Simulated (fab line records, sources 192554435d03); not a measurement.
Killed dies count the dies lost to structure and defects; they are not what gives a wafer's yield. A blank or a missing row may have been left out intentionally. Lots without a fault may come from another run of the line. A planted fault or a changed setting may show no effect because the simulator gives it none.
Which of the tools did it?    flow n5 finfet    24 wafers from 8 lots sampled at 6 of the route's 1938 steps

== WHAT THE GAUGES READ, wafer by wafer ==
N5_MOL_CONTACT_COAG_INSPECT_42: inspects for defects (brightfield).
lot   measured      on                 raw defect count
L340  day 7 00:43   defect inspect-01  1164 253 193
L346  day 8 08:25   defect inspect-01  189 252 206
L348  day 8 23:28   defect inspect-01  156 170 147
L349  day 9 02:45   defect inspect-01  217 249 156
L352  day 10 01:30  defect inspect-01  255 221 165
L353  day 10 07:57  defect inspect-02  133 105 199
L354  day 10 13:04  defect inspect-02  155 231 107
L355  day 11 07:35  defect inspect-01  238 209 229

N5_BEOL_M4_RC_MEAS_101.
lot   measured      on         DIBL_N (mV/V)   DIBL_P (mV/V)   IOFF_N (nA/um)     IOFF_P (nA/um)     ION_N (uA/um)  ION_P (uA/um)  SS_N (mV/dec)   SS_P (mV/dec)   VT_N (mV)          VT_P (mV)
L340  day 10 04:04  prober-02  35.0 35.8 35.1  35.0 36.2 34.2  0.147 0.169 0.147  0.186 0.206 0.174  666 679 666    460 465 449    71.6 71.2 71.5  73.4 73.2 73.8  252.3 249.0 252.8  -252.5 -253.1 -252.6
L346  day 10 14:43  prober-02  36.2 35.1 34.2  36.7 35.4 33.9  0.164 0.143 0.132  0.205 0.187 0.176  681 671 671    464 459 458    71.7 71.8 71.3  72.6 72.5 72.5  250.9 252.5 251.3  -250.8 -251.6 -253.4
L348  day 11 21:14  prober-01  37.2 35.0 36.2  35.4 34.6 35.3  0.176 0.140 0.156  0.210 0.197 0.205  665 667 663    452 457 456    72.6 72.0 71.8  73.9 73.3 73.6  250.9 252.5 250.5  -251.1 -249.8 -248.8
L349  day 12 01:38  prober-01  33.6 34.6 35.3  33.9 35.4 36.2  0.125 0.136 0.144  0.181 0.197 0.205  662 671 667    457 463 457    70.7 71.0 71.8  72.4 73.3 73.4  255.2 252.1 253.1  -250.4 -249.0 -250.7
L352  day 12 18:36  prober-01  35.8 38.0 36.2  35.5 37.1 35.9  0.135 0.161 0.139  0.225 0.260 0.243  662 656 655    466 461 458    70.9 72.7 71.7  73.0 73.9 73.3  253.4 249.9 252.5  -250.0 -247.8 -245.9
L353  day 13 07:52  prober-01  37.1 37.6 37.2  35.6 37.3 37.7  0.163 0.188 0.193  0.198 0.241 0.248  661 676 687    449 463 469    71.9 71.9 71.4  73.7 74.4 73.6  250.8 244.2 246.1  -252.9 -245.9 -245.7
L354  day 12 23:37  prober-02  38.7 37.7 38.3  40.7 40.3 41.4  0.203 0.184 0.213  0.250 0.238 0.267  671 675 679    462 457 461    73.0 72.1 72.4  74.1 74.4 73.9  248.8 249.9 248.1  -248.9 -249.7 -247.8
L355  day 13 22:59  prober-01  34.7 35.0 35.2  34.7 35.3 36.0  0.130 0.134 0.145  0.191 0.199 0.215  662 679 672    459 466 464    71.6 70.6 71.2  72.5 72.7 72.4  253.3 251.0 250.8  -251.2 -248.1 -249.1

== WHICH TOOL RAN EACH LOT (tool, then ch and the chambers of the sampled wafers, then the start) ==
lot   N5_MOL_CONTACT_COAG_STRIP_96        N5_MOL_CONTACT_COAG_ETCH_47         N5_MOL_CONTACT_COAG_STRIP_119         N5_MOL_CONTACT_COAG_VIA_ETCH_117
L340  rie diel-05 ch 1,2, day 7 00:02     rie diel-05 ch 1,2, day 7 00:05     plasma asher-01 ch 0,1, day 7 00:10   rie diel-02 ch 0,2, day 7 01:14
L346  rie diel-02 ch 2,3, day 8 07:37     rie diel-02 ch 2,3, day 8 07:39     plasma asher-02 ch 0,1, day 8 07:44   rie diel-06 ch 0,2, day 8 08:59
L348  rie diel-06 ch 0,1,3, day 8 22:40   rie diel-06 ch 0,1,3, day 8 22:42   plasma asher-01 ch 0,1, day 8 22:47   rie diel-02 ch 2,3, day 9 00:09
L349  rie diel-06 ch 2,3, day 9 02:05     rie diel-06 ch 2,3, day 9 02:07     plasma asher-02 ch 0,1, day 9 02:13   rie diel-02 ch 0,2,3, day 9 03:38
L352  rie diel-05 ch 2,3, day 10 00:50    rie diel-05 ch 2,3, day 10 00:52    plasma asher-02 ch 0,1, day 10 00:57  rie diel-06 ch 0,3, day 10 02:05
L353  rie diel-05 ch 0,2,3, day 10 07:08  rie diel-05 ch 0,2,3, day 10 07:11  plasma asher-02 ch 1, day 10 07:16    rie diel-02 ch 0,2,3, day 10 08:28
L354  rie diel-05 ch 0,2, day 10 12:23    rie diel-05 ch 0,2, day 10 12:26    plasma asher-01 ch 0,1, day 10 12:32  rie diel-06 ch 1,2, day 10 13:35
L355  rie diel-06 ch 0,1,3, day 11 06:44  rie diel-06 ch 0,1,3, day 11 06:46  plasma asher-02 ch 0,1, day 11 06:56  rie diel-02 ch 0,1, day 11 08:13
- N5_MOL_CONTACT_COAG_STRIP_96: strips in N2/H2.
- N5_MOL_CONTACT_COAG_ETCH_47: etches SiNx in CH3F/O2, stops on W, target depth 27 nm.
- N5_MOL_CONTACT_COAG_STRIP_119: strips in N2/H2, time 30 s.
- N5_MOL_CONTACT_COAG_VIA_ETCH_117: etches SiO2 in C4F6/O2, target depth 40 nm, overetch 8 nm, time 26 s.

== AS READ BY THE TOOLS THEMSELVES (means over the sampled wafers that have a number; for cases with no such wafer, the mark the record gives instead) ==
N5_MOL_CONTACT_COAG_STRIP_96.
lot   tool         drypump motor current A (A)  oes product au (a.u.)  rf vpp V (V)  showerhead plenum p Torr (Torr)  throttle valve pct (%)
L340  rie diel-05  5.5                          0.89                   122.5         3.36                             19.0
L346  rie diel-02  6.1                          0.73                   121.1         3.30                             19.3
L348  rie diel-06  6.0                          0.79                   122.4         3.29                             19.1
L349  rie diel-06  6.0                          0.88                   121.0         3.26                             18.4
L352  rie diel-05  6.1                          0.85                   121.8         3.39                             18.9
L353  rie diel-05  5.9                          0.81                   121.9         3.33                             18.8
L354  rie diel-05  6.1                          0.87                   121.1         3.37                             18.8
L355  rie diel-06  6.0                          0.79                   121.8         3.28                             19.1

N5_MOL_CONTACT_COAG_ETCH_47.
lot   tool         drypump motor current A (A)  etch rf on time s (s)  oes product au (a.u.)  rf vpp V (V)  showerhead plenum p Torr (Torr)  throttle valve pct (%)
L340  rie diel-05  5.5                          31.2                   0.79                   298.3         2.00                             16.29
L346  rie diel-02  6.1                          31.3                   0.65                   297.2         1.96                             16.84
L348  rie diel-06  6.0                          31.1                   0.72                   299.8         1.95                             16.40
L349  rie diel-06  6.0                          30.7                   0.79                   297.4         1.95                             16.09
L352  rie diel-05  6.0                          31.0                   0.75                   295.3         2.02                             16.37
L353  rie diel-05  5.8                          31.2                   0.73                   294.5         1.98                             16.34
L354  rie diel-05  6.0                          31.2                   0.78                   295.9         2.01                             16.29
L355  rie diel-06  6.0                          31.0                   0.70                   299.1         1.95                             16.44

N5_MOL_CONTACT_COAG_STRIP_119.
lot   tool             drypump motor current A (A)  heater power w (W)
L340  plasma asher-01  5.2                          361
L346  plasma asher-02  5.9                          303
L348  plasma asher-01  5.3                          364
L349  plasma asher-02  6.0                          312
L352  plasma asher-02  6.0                          312
L353  plasma asher-02  6.3                          322
L354  plasma asher-01  5.3                          362
L355  plasma asher-02  6.1                          310

N5_MOL_CONTACT_COAG_VIA_ETCH_117.
lot   tool         drypump motor current A (A)  oes product au (a.u.)  rf vpp V (V)  showerhead plenum p Torr (Torr)  throttle valve pct (%)
L340  rie diel-02  6.1                          0.67                   1601          2.86                             41.37
L346  rie diel-06  5.9                          0.84                   1585          2.79                             40.78
L348  rie diel-02  6.1                          0.64                   1587          2.78                             41.55
L349  rie diel-02  6.0                          0.65                   1587          2.78                             41.45
L352  rie diel-06  5.9                          0.76                   1594          2.76                             41.04
L353  rie diel-02  6.0                          0.64                   1587          2.78                             41.48
L354  rie diel-06  6.0                          0.70                   1591          2.81                             41.18
L355  rie diel-02  5.3                          0.64                   1573          2.70                             41.29

== THE ANSWER, worked out from the rows above alone ==
Rule: the lots themselves supply what counts as usual. Put in order of their means at a reading, lots are off if they are a third of the lots or fewer, leave a main group of 4 or more, and stand apart from it by a gap of 3 or more times the standard deviation of the main group's means; of several such gaps the widest counts. A main group whose means are all the same, to the digits that the tables above print for the reading, isn't used. Also off: a lot with no number at a reading for which 4 or more lots have one. Any other lot the step has rows for is counted as sound. First the gauges in route order, then the tools' own readings, where a lot's mean is used as printed above. The first step at which some lot is off is used, and at that step the reading that is off furthest; a lot without a number counts as furthest.
Off: L340, at N5_MOL_CONTACT_COAG_INSPECT_42 (raw defect count). For the main group the mean is 190 and the standard deviation 30.
A tool fits if, at a process step before that reading, it ran every lot that is off, and no sound lot after the first of them. The gauges at N5_MOL_CONTACT_COAG_INSPECT_42 aren't tried: what is off there is off at N5_MOL_CONTACT_COAG_STRIP_96 too, on other tools, and a gauge's error can't cause that. No candidate that was tried fits.

== WHAT THE SIMULATOR HAD PUT IN ==
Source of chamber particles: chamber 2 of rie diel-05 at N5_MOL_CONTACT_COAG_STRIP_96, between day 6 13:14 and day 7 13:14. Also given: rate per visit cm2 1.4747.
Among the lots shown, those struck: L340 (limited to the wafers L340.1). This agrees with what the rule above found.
